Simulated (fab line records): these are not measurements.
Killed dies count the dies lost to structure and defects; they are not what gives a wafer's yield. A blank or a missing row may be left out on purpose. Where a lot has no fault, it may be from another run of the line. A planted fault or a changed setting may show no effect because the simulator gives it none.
Which tool was responsible? | flow nandHarc | Sampling: 12 lots, 36 wafers, 5 of 1302 route steps

WHAT EACH GAUGE READ, for each wafer
NHARC_A_BONDPAD_THK_MEAS_30: measures by ellipsometry. Usual: 200.2 nm for thkNm, sd 1.3.
lot  | measured     | on           | thkNm (nm)        | flag
L315 | day 22 23:05 | filmMetro-01 | 201.6 201.4 201.7 | 
L316 | day 23 12:39 | filmMetro-01 | 200.0 199.8 199.5 | 
L317 | day 23 12:59 | filmMetro-01 | 199.6 198.7 199.1 | 
L321 | day 25 14:41 | filmMetro-02 | 198.7 199.7 199.5 | 
L322 | day 26 05:43 | filmMetro-01 | 198.1 198.2 197.8 | 
L323 | day 27 07:49 | filmMetro-02 | 198.9 199.7 200.2 | 
L326 | day 27 18:04 | filmMetro-02 | 201.1 202.1 201.2 | 
L327 | day 28 17:07 | filmMetro-02 | 198.8 201.8 201.6 | 
L331 | day 29 17:32 | filmMetro-02 | 200.4 200.5 202.5 | 
L333 | day 30 19:53 | filmMetro-02 | 200.0 198.9 199.8 | 
L334 | day 31 02:24 | filmMetro-01 | 201.4 199.4 199.6 | 
L336 | day 31 15:11 | filmMetro-01 | 199.9 198.2 200.1 | 

NHARC_END_SORT_01. Usual: killedAtArray 64, standard deviation 16; killedAtOther 1.0, standard deviation 1.1; killedAtPeriphery 3.5, standard deviation 2.3; killedDies 69, standard deviation 17; killedOpen 3.2, standard deviation 1.6; killedShort 2.4, standard deviation 1.6.
lot  | measured     | on        | killedAtArray | killedAtOther | killedAtPeriphery | killedDies | killedOpen | killedShort | flag
L321 | day 26 22:41 | prober-01 | 74 78         | 0 0           | 5 3               | 79 81      | 6 4        | 2 3         | 

EACH LOT AND THE TOOL THAT RAN IT (in order: tool; ch and the chambers of the sampled wafers; start)
lot  | NHARC_A_M1_ETCH_35                | NHARC_A_BONDPAD_PVD_17      | NHARC_A_BONDPAD_ANNEAL_28
L315 | rieDiel-12 ch 0,1,2, day 22 19:14 | pvdSputter-01, day 23 00:51 | rtpAnneal-01 ch 0, day 23 01:30
L316 | rieDiel-10 ch 0,3, day 23 08:41   | pvdSputter-02, day 23 14:32 | rtpAnneal-01 ch 0, day 23 15:09
L317 | rieDiel-12 ch 0,1,3, day 23 09:06 | pvdSputter-01, day 23 14:56 | rtpAnneal-02 ch 0, day 23 15:32
L321 | rieDiel-13 ch 2,3, day 25 10:49   | pvdSputter-01, day 25 16:34 | rtpAnneal-01 ch 0, day 25 17:13
L322 | rieDiel-13 ch 0,3, day 26 01:52   | pvdSputter-03, day 26 07:33 | rtpAnneal-01 ch 0, day 26 08:16
L323 | rieDiel-10 ch 0,1,3, day 27 03:56 | pvdSputter-01, day 27 09:40 | rtpAnneal-02 ch 0, day 27 10:20
L326 | rieDiel-13 ch 0,1,3, day 27 14:13 | pvdSputter-03, day 27 19:57 | rtpAnneal-02 ch 0, day 27 20:38
L327 | rieDiel-12 ch 2,3, day 28 13:14   | pvdSputter-02, day 28 18:49 | rtpAnneal-02 ch 0, day 28 19:26
L331 | rieDiel-13 ch 0,2,3, day 29 13:38 | pvdSputter-02, day 29 19:23 | rtpAnneal-01 ch 0, day 29 20:02
L333 | rieDiel-12 ch 0,1,2, day 30 10:35 | pvdSputter-02, day 30 21:37 | rtpAnneal-02 ch 0, day 30 22:23
L334 | rieDiel-13 ch 0,2,3, day 30 22:33 | pvdSputter-03, day 31 04:16 | rtpAnneal-02 ch 0, day 31 04:53
L336 | rieDiel-12 ch 1,2,3, day 31 10:51 | pvdSputter-03, day 31 16:55 | rtpAnneal-01 ch 0, day 31 17:40
- NHARC_A_M1_ETCH_35: etches the open film in N2/H2, target depth 40 nm, overetch 12 nm, time 43.94 s.
- NHARC_A_BONDPAD_PVD_17: deposits TaN, target thk 5 nm, time 8.06 s.
- NHARC_A_BONDPAD_ANNEAL_28: time 90 s.

WHAT THE TOOLS THEMSELVES READ (means of the sampled wafers that have a number; where no wafer has one, the mark that the record gives instead)
NHARC_A_M1_ETCH_35. Usual: drypumpMotorCurrentA 5.5 A, standard deviation 0.35; oesProductAu 0.998 a.u., standard deviation 0.0096; rfFwdPowerW 395.1 W, standard deviation 2.1; rfVppV 431.5 V, standard deviation 2.7; showerheadPlenumPTorr 2.08 Torr, standard deviation 0.092; throttleValvePct 14.170 %, standard deviation 0.009.
lot  | tool       | drypumpMotorCurrentA (A) | oesProductAu (a.u.) | rfFwdPowerW (W) | rfVppV (V) | showerheadPlenumPTorr (Torr) | throttleValvePct (%) | flag
L315 | rieDiel-12 | 5.4                      | 1.002               | 394.5           | 433.0      | 2.13                         | 14.168               | 
L316 | rieDiel-10 | 5.8                      | 0.997               | 394.6           | 430.5      | 2.07                         | 14.180               | 
L317 | rieDiel-12 | 5.2                      | 0.988               | 394.7           | 431.7      | 2.08                         | 14.166               | 
L321 | rieDiel-13 | 5.7                      | 0.999               | 393.4           | 429.2      | 2.00                         | 14.167               | 
L322 | rieDiel-13 | 5.6                      | 0.990               | 393.1           | 433.1      | 2.14                         | 14.179               | 
L323 | rieDiel-10 | 5.8                      | 1.006               | 396.2           | 429.4      | 2.01                         | 14.171               | 
L326 | rieDiel-13 | 5.4                      | 1.001               | 393.7           | 432.8      | 2.15                         | 14.169               | 
L327 | rieDiel-12 | 5.3                      | 0.994               | 395.4           | 431.8      | 2.07                         | 14.167               | 
L331 | rieDiel-13 | 5.5                      | 0.995               | 394.6           | 430.4      | 2.05                         | 14.172               | 
L333 | rieDiel-12 | 5.4                      | 0.993               | 394.9           | 433.0      | 2.12                         | 14.171               | 
L334 | rieDiel-13 | 5.5                      | 0.995               | 395.2           | 430.7      | 2.05                         | 14.170               | 
L336 | rieDiel-12 | 5.2                      | 0.999               | 395.3           | 431.3      | 2.08                         | 14.177               | 

NHARC_A_BONDPAD_PVD_17. Usual: biasV 168.7 V, standard deviation 1.7; throttleValvePct 29.8 %, standard deviation 0.97.
lot  | tool          | biasV (V) | throttleValvePct (%) | flag
L315 | pvdSputter-01 | 167.4     | 30.1                 | 
L316 | pvdSputter-02 | 168.9     | 29.6                 | 
L317 | pvdSputter-01 | 168.2     | 29.6                 | 
L321 | pvdSputter-01 | 168.9     | 29.6                 | 
L322 | pvdSputter-03 | 169.7     | 30.6                 | 
L323 | pvdSputter-01 | 168.2     | 29.4                 | 
L326 | pvdSputter-03 | 168.5     | 29.7                 | 
L327 | pvdSputter-02 | 167.5     | 29.4                 | 
L331 | pvdSputter-02 | 170.4     | 30.1                 | 
L333 | pvdSputter-02 | 168.3     | 29.4                 | 
L334 | pvdSputter-03 | 168.6     | 29.6                 | 
L336 | pvdSputter-03 | 170.5     | 29.1                 | 

NHARC_A_BONDPAD_ANNEAL_28. Usual: 226.02 for wafer_temp_C_max, sd 0.23.
lot  | tool         | wafer_temp_C_max | flag
L315 | rtpAnneal-01 | 226.15           | 
L316 | rtpAnneal-01 | 225.92           | 
L317 | rtpAnneal-02 | 225.86           | 
L321 | rtpAnneal-01 | 225.87           | 
L322 | rtpAnneal-01 | 225.97           | 
L323 | rtpAnneal-02 | 225.96           | 
L326 | rtpAnneal-02 | 225.96           | 
L327 | rtpAnneal-02 | 226.04           | 
L331 | rtpAnneal-01 | 226.14           | 
L333 | rtpAnneal-02 | 226.28           | 
L334 | rtpAnneal-02 | 225.95           | 
L336 | rtpAnneal-01 | 226.02           | 

THE ANSWER, worked out from the rows above alone
Rule: lot off if the mean of its wafers having a number is beyond 3 standard deviations from the usual mean. A lot without any number at a reading at which 4 lots or more have one is off too. The other lots that the step has rows for count as sound. First the gauges in route order, then the tools' own readings, where a lot's mean is used as printed above. At the first step where some lot is off, the reading lying furthest off is the one used; lots without a number count as furthest.
No lot is off at any reading shown: from this, nothing can be told.

WHAT WAS PUT IN BY THE SIMULATOR
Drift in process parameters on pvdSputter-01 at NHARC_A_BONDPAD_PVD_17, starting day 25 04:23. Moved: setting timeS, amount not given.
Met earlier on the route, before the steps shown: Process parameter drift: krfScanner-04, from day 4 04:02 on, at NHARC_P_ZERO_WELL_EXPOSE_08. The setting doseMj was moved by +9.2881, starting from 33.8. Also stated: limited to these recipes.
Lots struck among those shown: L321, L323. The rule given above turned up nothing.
